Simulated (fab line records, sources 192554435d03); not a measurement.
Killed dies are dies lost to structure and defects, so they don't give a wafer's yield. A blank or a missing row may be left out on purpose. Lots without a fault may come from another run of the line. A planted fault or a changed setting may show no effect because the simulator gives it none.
Split-lot experiment | flow n5_finfet | 7 lots, 21 wafers read, on a route of 1938 steps

THE SPLIT
At N5_MOL_CONTACT_COAG_ETCH_105 (etches SiARC in CF4, target depth 15.6 nm, time 26 s), the setting bias_w was moved away from the recipe's 36 W on 6 of the 21 wafers read, by -11.8% to +6.3%. The other wafers ran this setting at the recipe's value.

The reading is taken at the split's own step.

THE READING
rf_vpp_V, in V, at N5_MOL_CONTACT_COAG_ETCH_105 (etches SiARC in CF4, target depth 15.6 nm, time 26 s). Fault-free wafers of this fab line usually give 183.8 V, standard deviation 1.2 V.

wafer  | tool, chamber at the split | bias_w as run, W | against the recipe | rf_vpp_V, V | against lot-mates on the recipe
L080.3 | rie_diel-04, 2             | 36               | recipe             | 183.6       | -
L080.5 | rie_diel-04, 3             | 34.07            | -5.4%              | 176.7       | -6.6
L080.6 | rie_diel-04, 2             | 36               | recipe             | 182.9       | -
L082.4 | rie_diel-04, 1             | 36               | recipe             | 183.2       | -
L082.5 | rie_diel-04, 0             | 31.76            | -11.8%             | 171.0       | -12.2
L082.6 | rie_diel-04, 3             | 31.76            | -11.8%             | 170.9       | -12.3
L083.3 | rie_diel-05, 3             | 38.26            | +6.3%              | 190.6       | +7.8
L083.4 | rie_diel-05, 0             | 38.26            | +6.3%              | 191.1       | +8.3
L083.5 | rie_diel-05, 0             | 36               | recipe             | 182.8       | -
L084.1 | rie_diel-04, 1             | 36               | recipe             | 183.3       | -
L084.3 | rie_diel-04, 3             | 36               | recipe             | 185.1       | -
L084.4 | rie_diel-04, 2             | 36               | recipe             | 181.9       | -
L086.1 | rie_diel-04, 2             | 36               | recipe             | 182.2       | -
L086.4 | rie_diel-04, 1             | 36               | recipe             | 184.5       | -
L086.6 | rie_diel-04, 2             | 32.34            | -10.2%             | 170.7       | -12.7
L092.1 | rie_diel-04, 1             | 36               | recipe             | 185.3       | -
L092.3 | rie_diel-04, 2             | 36               | recipe             | 183.9       | -
L092.4 | rie_diel-04, 3             | 36               | recipe             | 184.5       | -
L097.2 | rie_diel-04, 0             | 36               | recipe             | 181.9       | -
L097.4 | rie_diel-04, 2             | 36               | recipe             | 182.8       | -
L097.6 | rie_diel-04, 3             | 36               | recipe             | 185.1       | -

THE FIT
A straight line over all 21 wafers: rf_vpp_V changes by +1.14 V for each +1% of bias_w; r = +0.98; the points scatter about the line by 1.1 V.
The same after taking each lot's own level away (the mean of its wafers on the recipe; 21 wafers): +1.14 V for each +1%; r = +0.98; scatter 1 V.
On that fit, the largest move of bias_w shifts the reading by 13 V.
The lots' own levels span 182.80 to 184.57 V, that is 1.5 times the standard deviation above.
So the lot-to-lot level changes the slope little: the two slopes agree.
Check: with one of the wafers moved furthest among these (-11.8%) left out of the fit, the line predicts -13.8 V for it against its lot-mates. It came out at -12.2 V against them.
Tool readings at the split's step, against how far the setting was moved: rf_vpp_V r = +0.98.

OTHER SPLITS ON THESE WAFERS
These wafers also went through other splits before the reading. Each is held against what the fit with the lots' levels taken away leaves over:
other split on the same wafers | wafers away from the commonest value | r with rf_vpp_V (lot level and that fit taken away)
N5_WELL_APT_COAT_02 spin_rpm   | 9                                    | -0.26
N5_FIN_SAQP_PEB_14 peb_time_s  | 4                                    | -0.10
N5_DUMMY_GATE_COAT_28 spin_rpm | 6                                    | +0.07
N5_SD_EPI_N_EPI_21 time_s      | 3                                    | +0.14
N5_SDB_EXPOSE_08 dose_mj       | 6                                    | -0.21
N5_SDB_ETCH_25 time_s          | 9                                    | -0.14
N5_SDB_CUT_ETCH_26 icp_w       | 7                                    | +0.03
N5_HKMG_FIN_PEB_10 peb_time_s  | 6                                    | +0.03

THE FILE'S OWN FIT
rf_vpp_V changes by +1.16 V for each +1% of bias_w, r = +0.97.
